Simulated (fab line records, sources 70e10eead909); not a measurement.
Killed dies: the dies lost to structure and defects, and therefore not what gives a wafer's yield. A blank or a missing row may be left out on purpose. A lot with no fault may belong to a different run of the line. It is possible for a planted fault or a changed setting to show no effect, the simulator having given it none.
fab line records	flow nand_harc
record lots=13	wafers=39	last_day=33
route steps=1302 shown A_CONTACT@1103 A_BLC@1125 END@1302
lots that met no fault: from a run of the same line without faults
start_h: the number of hours between the record's first day and the start of the first shown wafer of the lot	wait_h: time in hours since the lot's previous step	" same as the row above	L1.1+2: a single row standing in for several wafers	- no value, or no start given	* or withheld: withheld	< > ~ a bound
route shown NAME@n: a module of which the file shows steps, and the number in the route of the first	usual: the fault-free wafers' mean and standard deviation	same: alike in all rows	chamber/n: place in a boat	sites: each site's reading	_std_site: the values' standard deviation	_edge_site: outer sites' mean less inner sites'	radius_mm: how far each site lies from the wafer's centre	mask NAME#n: copy n	behind: the last tool/chamber to shape the wafer	hold: why the lot went on hold/how many hours it stayed there/how the hold came to an end	device: names the non-switching transistor (n, p or np)	end of line: the same wafers' tests at the end of the route	for a step that has no rows: nothing shown but its recipe	killed: the dies lost at the first sort to structure and to defects; this is not the yield of the wafer	map: a wafer's dies, x killed, . not, _ none there
set.NAME: the setting that was run; set.NAME@STEP: the one run at that earlier step	model.NAME: the simulator's own value behind a step, which no gauge read
a sample of lots followed through the steps of the route, with each step as a table and each wafer as a row
services: when a tool's chamber went out of use (start_h, in hours from the record's first day, below 0 if earlier), for how many hours, and the reason
## steps
# step NHARC_A_CONTACT_CMP_20
# recipe t_overpolish_s=30	target_thk_nm=300
# usual motor_current_A=12.8/1.9	overpolish_run_s=30.001/0.0094	pad_life_wafers=178/130	time_to_endpoint_s=60/3.7
lot.wafer	tool	chamber	start_h	wait_h	motor_current_A	overpolish_run_s	pad_life_wafers	time_to_endpoint_s
L935.1	cmp-02	2	531.93	0.8	15.6	29.987	2	62
L935.4	"	3	"	"	10.7	30.007	3	63
L935.5	"	0	"	"	15.5	30.011	-	70
L938.3	cmp-01	3	545.97	0.6	12.8	30.013	229	65
L938.1	"	1	"	"	11.5	30.000	231	56
L938.6	"	3	"	"	12.7	30.001	-	64
L939.3	cmp-02	3	548.91	0.4	10.5	30.001	132	57
L939.5	"	3	"	"	10.1	29.994	-	58
L939.6	"	0	"	"	15.7	29.996	-	64
L941.4	cmp-02	2	583.82	0.4	16.0	30.001	313	55
L941.2	"	0	"	"	15.4	29.990	315	65
L941.5	"	1	"	"	14.0	30.008	-	58
L942.2	cmp-04	3	605.83	0.6	11.0	30.006	0	61
L942.5	"	3	"	"	11.2	29.994	-	64
L942.6	"	0	"	"	11.9	29.997	-	64
L943.1	cmp-01	1	616.64	0.8	11.3	29.997	79	57
L943.2	"	2	"	"	11.2	29.999	80	57
L943.5	"	0	"	"	12.3	30.008	-	59
L944.3	cmp-02	2	621.39	0.5	15.5	30.010	444	59
L944.4	"	3	"	"	9.8	29.988	445	62
L944.5	"	2	"	"	16.0	30.006	-	58
L945.3	cmp-01	0	627.23	0.5	13.0	30.021	127	57
L945.2	"	1	"	"	11.1	29.993	128	54
L945.1	"	2	"	"	10.9	29.993	129	55
L946.1	cmp-01	0	631.08	0.6	11.9	29.996	150	63
L946.4	"	1	"	"	11.2	30.013	151	58
L946.3	"	3	"	"	12.8	30.009	153	65
L948.1	cmp-04	0	653.58	0.8	11.7	30.000	205	60
L948.4	"	2	"	"	11.6	30.007	207	64
L948.5	"	0	"	"	11.9	30.007	-	63
L954.2	cmp-02	2	720.49	0.7	15.9	30.004	381	57
L954.6	"	3	"	"	10.2	29.994	-	59
L954.5	"	0	"	"	15.5	30.000	-	63
L956.1	cmp-02	3	727.82	0.7	9.8	29.989	0	61
L956.3	"	1	"	"	14.2	29.988	2	58
L956.4	"	2	"	"	15.4	29.991	3	57
L955.2	cmp-04	1	733.86	0.8	13.9	30.004	138	57
L955.4	"	2	"	"	10.8	30.002	139	60
L955.5	"	2	"	"	11.7	29.991	-	59
# step NHARC_A_CONTACT_INSPECT_23
# usual raw_defect_count=546/140
lot.wafer	tool	chamber	start_h	wait_h	raw_defect_count
L935.1	defect_inspect-02	-	532.28	0.1	407
L935.4	"	-	"	"	511
L935.5	"	-	"	"	412
L938.1	defect_inspect-01	-	546.35	0.1	704
L938.3	"	-	"	"	547
L938.6	"	-	"	"	641
L939.3	defect_inspect-01	-	549.32	0.1	472
L939.5	"	-	"	"	598
L939.6	"	-	"	"	470
L941.2	defect_inspect-02	-	584.23	0.1	617
L941.4	"	-	"	"	429
L941.5	"	-	"	"	464
L942.2	defect_inspect-02	-	606.24	0.1	582
L942.5	"	-	"	"	799
L942.6	"	-	"	"	664
L943.1	defect_inspect-01	-	617.01	0.1	455
L943.2	"	-	"	"	510
L943.5	"	-	"	"	398
L944.3	defect_inspect-02	-	621.79	0.1	491
L944.4	"	-	"	"	491
L944.5	"	-	"	"	427
L945.1	defect_inspect-02	-	627.61	0.1	1153
L945.2	"	-	"	"	609
L945.3	"	-	"	"	876
L946.1	defect_inspect-01	-	631.49	0.1	363
L946.3	"	-	"	"	718
L946.4	"	-	"	"	505
L948.1	defect_inspect-02	-	653.96	0.1	583
L948.4	"	-	"	"	486
L948.5	"	-	"	"	461
L954.2	defect_inspect-01	-	720.82	0.1	505
L954.5	"	-	"	"	649
L954.6	"	-	"	"	503
L956.1	defect_inspect-02	-	728.22	0.1	519
L956.3	"	-	"	"	570
L956.4	"	-	"	"	493
L955.2	defect_inspect-02	-	734.26	0.1	472
L955.4	"	-	"	"	510
L955.5	"	-	"	"	417
# step NHARC_A_BLC_STRIP_29
# recipe cf4_flow_sccm=150	ar_flow_sccm=0	bias_w=0	chemistry=CF4
# usual drypump_motor_current_A=5.8/0.5	oes_product_au=1.000/0.011	rf_vpp_V=59.3/0.95	showerhead_plenum_p_Torr=1.75/0.078	throttle_valve_pct=13.284/0.0091
lot.wafer	tool	chamber	start_h	wait_h	drypump_motor_current_A	oes_product_au	rf_hours_counter_h	rf_vpp_V	showerhead_plenum_p_Torr	throttle_valve_pct
L935.1	rie_diel-13	2	534.20	0.1	5.5	0.983	1	58.5	1.65	13.272
L935.5	"	3	"	"	6.3	0.972	-	59.5	1.87	13.282
L935.4	"	1	"	"	6.4	0.999	-	59.0	1.80	13.284
L938.3	rie_diel-13	3	548.10	0.1	6.3	1.000	2	58.9	1.87	13.283
L938.1	"	0	"	"	5.4	1.013	1	59.6	1.72	13.291
L938.6	"	3	"	"	6.3	1.000	-	60.1	1.87	13.281
L939.3	rie_diel-11	1	551.06	0.1	5.5	0.995	10	58.8	1.66	13.282
L939.6	"	0	"	"	5.4	0.987	-	61.1	1.80	13.280
L939.5	"	1	"	"	5.5	1.002	-	58.7	1.65	13.284
L941.4	rie_diel-11	2	585.84	0.1	4.8	0.992	13	58.9	1.77	13.276
L941.2	"	3	"	"	6.4	0.987	13	58.3	1.72	13.298
L941.5	"	3	"	"	6.4	0.997	-	58.5	1.72	13.292
L942.2	rie_diel-11	3	607.99	0.1	6.4	0.985	14	60.2	1.72	13.280
L942.5	"	1	"	"	5.5	0.995	-	57.9	1.65	13.287
L942.6	"	2	"	"	4.8	0.995	-	59.6	1.77	13.282
L943.2	rie_diel-11	3	618.74	0.1	6.4	1.003	0	59.6	1.72	13.284
L943.1	"	1	"	"	5.5	1.015	0	60.0	1.65	13.283
L943.5	"	0	"	"	5.4	1.008	-	59.0	1.80	13.291
L944.4	rie_diel-11	0	623.52	0.1	5.4	1.003	0	60.4	1.80	13.277
L944.3	"	3	"	"	6.4	0.992	0	58.2	1.72	13.287
L944.5	"	0	"	"	5.4	1.015	-	58.4	1.80	13.292
L945.2	rie_diel-11	3	629.22	0.1	6.4	0.997	1	57.2	1.72	13.301
L945.3	"	0	"	"	5.4	1.008	1	58.6	1.80	13.273
L945.1	"	2	"	"	4.8	0.993	1	58.7	1.77	13.279
L946.4	rie_diel-13	2	633.22	0.1	5.4	0.985	8	58.6	1.65	13.278
L946.3	"	3	"	"	6.3	0.987	7	60.2	1.87	13.288
L946.1	"	1	"	"	6.4	1.006	8	60.4	1.79	13.281
L948.1	rie_diel-01	1	655.56	0.1	6.2	1.008	32	58.0	1.67	13.287
L948.4	"	0	"	"	6.0	1.011	33	60.0	1.73	13.286
L948.5	"	1	"	"	6.2	1.010	-	58.6	1.67	13.287
L954.2	rie_diel-01	1	722.43	0.1	6.2	0.998	56	57.7	1.67	13.282
L954.5	"	1	"	"	6.2	1.008	-	58.8	1.67	13.292
L954.6	"	3	"	"	5.4	1.016	-	59.3	1.68	13.294
L956.3	rie_diel-13	2	730.04	0.1	5.5	0.996	2	59.0	1.64	13.288
L956.1	"	0	"	"	5.4	0.993	2	59.5	1.71	13.271
L956.4	"	1	"	"	6.3	1.015	2	60.7	1.79	13.288
L955.2	rie_diel-13	0	735.90	0.1	5.4	0.995	2	59.4	1.71	13.291
L955.4	"	1	"	"	6.3	1.009	2	59.7	1.79	13.280
L955.5	"	2	"	"	5.5	0.997	-	56.8	1.64	13.279
# step NHARC_A_BLC_ALD_23
# recipe target_thk_a=30	pulse_time_s=1	ald_cycles=150	temp_c=450	material=TiN
# usual ald_cycles=150/0	heater_power_w=1034/99	precursor_pulse_height_rel=0.996/0.021
# same pulse_time_s=1
lot.wafer	tool	chamber	start_h	wait_h	ald_cycles	heater_power_w	precursor_pulse_height_rel
L935.4	ald_metal-01	3	535.05	-	150	898	1.032
L935.1	"	0	"	"	150	1150	1.015
L935.5	"	1	"	"	150	1104	0.960
L938.3	ald_metal-03	3	548.90	-	150	1126	0.988
L938.1	"	0	"	"	150	1122	1.005
L938.6	"	1	"	"	150	910	1.021
L939.3	ald_metal-04	2	551.84	-	150	847	0.965
L939.5	"	1	"	"	150	1106	0.984
L939.6	"	2	"	"	150	863	0.995
L941.4	ald_metal-04	3	586.65	-	150	946	0.998
L941.2	"	0	"	"	150	1072	1.011
L941.5	"	3	"	"	150	945	1.022
L942.2	ald_metal-01	2	608.78	-	150	1059	1.020
L942.6	"	1	"	"	150	1096	0.981
L942.5	"	2	"	"	150	1052	1.014
L943.1	ald_metal-01	3	619.55	-	150	900	1.020
L943.2	"	0	"	"	150	1200	1.027
L943.5	"	1	"	"	150	1102	0.974
L944.4	ald_metal-04	0	624.29	-	150	1084	1.007
L944.3	"	3	"	"	150	964	1.018
L944.5	"	0	"	"	150	1109	0.977
L945.1	ald_metal-03	0	629.98	-	150	1166	0.979
L945.3	"	1	"	"	150	910	0.965
L945.2	"	2	"	"	150	1092	0.958
L946.4	ald_metal-01	1	633.99	-	69	1081	0.986
L946.1	"	2	"	"	150	1043	1.012
L946.3	"	0	"	"	69	1209	0.996
L948.4	ald_metal-01	1	656.33	-	69	1118	0.986
L948.1	"	2	"	"	150	1011	1.006
L948.5	"	2	"	"	150	1055	0.990
L954.2	ald_metal-04	2	723.29	-	150	877	1.030
L954.6	"	3	"	"	150	990	1.019
L954.5	"	0	"	"	150	1078	1.000
L956.4	ald_metal-03	3	730.82	-	150	1076	1.004
L956.1	"	0	"	"	150	1166	1.031
L956.3	"	1	"	"	150	931	0.993
L955.4	ald_metal-04	1	736.66	-	150	1099	1.024
L955.2	"	3	"	"	150	946	0.997
L955.5	"	0	"	"	150	1099	0.992
# step NHARC_END_SORT_01
# recipe temp_c=25
# usual killed_at_array=63/17	killed_at_other=0.8/1.1	killed_at_periphery=3.5/3	killed_dies=67/17	killed_open=3.1/1.6	killed_short=2.6/1.4
# same gross_dies=677
lot.wafer	tool	chamber	start_h	wait_h	killed_at_array	killed_at_other	killed_at_periphery	killed_dies	killed_open	killed_short
L939.3	prober-01	0	597.77	3.1	27	0	5	32	2	5
L939.5	prober-01	0	599.37	3.7	19	1	6	26	5	2
L939.6	prober-01	0	600.17	4.0	17	0	7	24	2	2
L944.3	prober-01	0	673.05	3.1	40	0	0	40	3	2
L944.4	prober-01	0	673.84	3.4	30	1	1	32	3	2
L944.5	prober-01	0	674.64	3.7	46	2	2	50	2	1
L946.1	prober-02	0	675.75	2.5	49	0	3	52	2	2
L946.3	prober-02	0	677.33	3.1	670	0	7	677	4	3
L946.4	prober-02	0	678.12	3.4	667	2	8	677	5	2
L948.1	prober-01	0	698.24	2.5	64	3	17	84	0	0
L948.4	prober-01	0	700.61	3.4	662	1	14	677	2	3
L948.5	prober-01	0	701.41	3.7	77	1	15	93	2	2
# killed by level:class
L939.3 A_CHANNEL_HOLE_D2:chamber_film_flake=11 A_DECK1_JOINT:chamber_film_flake=4 P_STI:chamber_film_flake=3 A_CONTACT:chamber_film_flake=2 P_CONTACT:geometric_particle:open=1 A_ONON_D1:geometric_particle:short=1 A_CHANNEL_FILL_D1:geometric_particle:short=1 A_CHANNEL_HOLE_D2:geometric_particle:open=1
L939.5 A_CHANNEL_HOLE_D2:chamber_film_flake=9 P_STI:chamber_film_flake=3 A_CHANNEL_HOLE_D1:chamber_film_flake=3 P_GATE:chamber_film_flake=2 P_CONTACT:geometric_particle:open=1 A_DECK1_JOINT:geometric_particle:open=1 A_ONON_D2:geometric_particle:short=1 A_CHANNEL_FILL_D2:geometric_particle:open=1
L939.6 A_CHANNEL_HOLE_D2:chamber_film_flake=7 A_CHANNEL_HOLE_D1:chamber_film_flake=4 P_STI:chamber_film_flake=3 P_GATE:chamber_film_flake=2 A_CONTACT:chamber_film_flake=2 P_GATE:geometric_particle:open=1 P_CONTACT:geometric_particle:open=1 A_CHANNEL_FILL_D1:geometric_particle:short=1
L944.3 A_CHANNEL_HOLE_D2:chamber_film_flake=17 A_CHANNEL_HOLE_D1:chamber_film_flake=6 A_STAIRCASE:chamber_film_flake=5 A_SLIT:chamber_film_flake=3 A_CONTACT:chamber_film_flake=2 A_CHANNEL_FILL_D1:geometric_particle:short=1 A_ONON_D2:geometric_particle:open=1 A_ONON_D2:geometric_particle:short=1
L944.4 A_CHANNEL_HOLE_D2:chamber_film_flake=17 A_CHANNEL_HOLE_D1:chamber_film_flake=2 A_STAIRCASE:chamber_film_flake=2 A_SLIT:chamber_film_flake=2 P_CONTACT:geometric_particle:open=1 A_SOURCE_PLATE:geometric_particle:open=1 A_CHANNEL_FILL_D1:geometric_particle:short=1 A_CHANNEL_FILL_D2:geometric_particle:short=1
L944.5 A_CHANNEL_HOLE_D2:chamber_film_flake=22 A_CHANNEL_FILL_D2:chamber_film_flake=5 A_CHANNEL_HOLE_D1:chamber_film_flake=4 A_SLIT:chamber_film_flake=4 A_CONTACT:chamber_film_flake=3 A_ZERO_WELL:chamber_film_flake=2 A_CHANNEL_FILL_D1:chamber_film_flake=2 THIN_TSV:chamber_film_flake=2
L946.1 A_CHANNEL_HOLE_D2:chamber_film_flake=19 A_CHANNEL_HOLE_D1:chamber_film_flake=10 A_CONTACT:chamber_film_flake=7 A_WL_FILL:chamber_film_flake=3 P_ZERO_WELL:chamber_film_flake=2 A_STAIRCASE:chamber_film_flake=2 A_M1:chamber_film_flake=2 A_DECK1_JOINT:geometric_particle:open=1
L946.3 A_BLC:area_ald=635 A_CHANNEL_HOLE_D2:chamber_film_flake=19 P_GATE:chamber_film_flake=3 A_CHANNEL_HOLE_D1:chamber_film_flake=3 A_DECK1_JOINT:geometric_particle:short=2 P_ZERO_WELL:chamber_film_flake=2 A_SLIT:chamber_film_flake=2 A_M1:chamber_film_flake=2
L946.4 A_BLC:area_ald=617 A_CHANNEL_HOLE_D2:chamber_film_flake=20 A_CHANNEL_HOLE_D1:chamber_film_flake=9 P_GATE:chamber_film_flake=5 A_CONTACT:chamber_film_flake=4 P_ZERO_WELL:chamber_film_flake=3 A_CHANNEL_FILL_D1:chamber_film_flake=3 A_ONON_D1:geometric_particle:open=2
L948.1 A_SLIT:chamber_film_flake=27 A_CHANNEL_HOLE_D2:chamber_film_flake=17 A_CONTACT:chamber_film_flake=9 P_M1:chamber_film_flake=6 A_CHANNEL_HOLE_D1:chamber_film_flake=5 P_GATE:chamber_film_flake=4 P_BONDPAD:chamber_film_flake=4 A_M0:chamber_film_flake=4
L948.4 A_BLC:area_ald=589 A_SLIT:chamber_film_flake=31 A_CHANNEL_HOLE_D2:chamber_film_flake=20 A_CONTACT:chamber_film_flake=8 P_ZERO_WELL:chamber_film_flake=5 A_CHANNEL_HOLE_D1:chamber_film_flake=4 P_M1:chamber_film_flake=4 P_BONDPAD:chamber_film_flake=4
L948.5 A_SLIT:chamber_film_flake=34 A_CHANNEL_HOLE_D2:chamber_film_flake=21 P_M1:chamber_film_flake=9 A_CONTACT:chamber_film_flake=8 A_CHANNEL_HOLE_D1:chamber_film_flake=5 P_GATE:chamber_film_flake=4 A_STAIRCASE:chamber_film_flake=3 P_BONDPAD:chamber_film_flake=2
## services
tool	chamber	start_h	hours	kind
rie_diel-13	1	511.75	4.6	repair
rie_diel-13	-	519.29	9.0	pm
cmp-02	-	527.15	4.0	pm
rie_diel-13	0	531.70	7.2	repair
ald_metal-01	-	535.25	10.0	pm
ald_metal-01	-	572.86	0.8	repair
ald_metal-01	1	582.28	24.2	repair
ald_metal-04	3	592.76	3.5	repair
rie_diel-13	-	600.70	1.2	repair
rie_diel-11	-	609.53	9.0	pm
cmp-02	-	625.18	4.0	pm
ald_metal-01	-	638.24	0.3	repair
ald_metal-04	1	651.76	30.2	repair
ald_metal-04	-	652.00	10.0	pm
cmp-02	-	656.88	0.3	repair
rie_diel-11	2	664.23	8.1	repair
ald_metal-04	-	665.60	1.6	repair
ald_metal-01	-	672.23	0.3	repair
rie_diel-13	0	684.95	7.3	repair
rie_diel-13	-	696.29	9.0	pm
ald_metal-01	-	713.25	10.0	pm
rie_diel-11	2	720.65	2.5	repair
cmp-02	-	723.18	4.0	pm
cmp-02	-	729.79	1.8	repair
## key
first_sign step=NHARC_A_BLC_ALD_23	reading=ald_cycles	direction=down	sigmas=99+	usual=150	struck=69
effect step=NHARC_END_SORT_01	reading=killed_dies	direction=up	sigmas=35	usual=67	struck=677
more_kills_born_at NHARC_A_BLC_ALD_23@ald_metal-01=1841
met_at NHARC_A_BLC_ALD_23
struck_lots L946,L948
struck_wafers L946.3,L946.4,L948.4
later_rows_left_out L946.3,L946.4,L948.4
tester_left_out L946,L948
not_acting_at NHARC_A_CONTACT_CMP_20,NHARC_A_CONTACT_INSPECT_23,NHARC_A_BLC_STRIP_29
onset_between 619.55 633.99
fault kind=process_parameter_drift	tool=ald_metal-01	chamber=-	onset_h=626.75	steps=NHARC_A_BLC_ALD_23	channel=ald_cycles	offset=-81	shape=step	end_h=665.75	scope=struck_wafers_only	acts_in=these_recipes_only	stated=150
# tester_left_out: of these lots the tester's yield and bins aren't shown, on N5 and GAA mostly nor the transistor test; their killed dies are dies lost to structure and defects alone, not to doping, threshold or leakage, so they don't give the yield
# later_rows_left_out: the simulator's readings of these wafers behind a module that went badly wrong aren't trusted and aren't shown, but for the sort
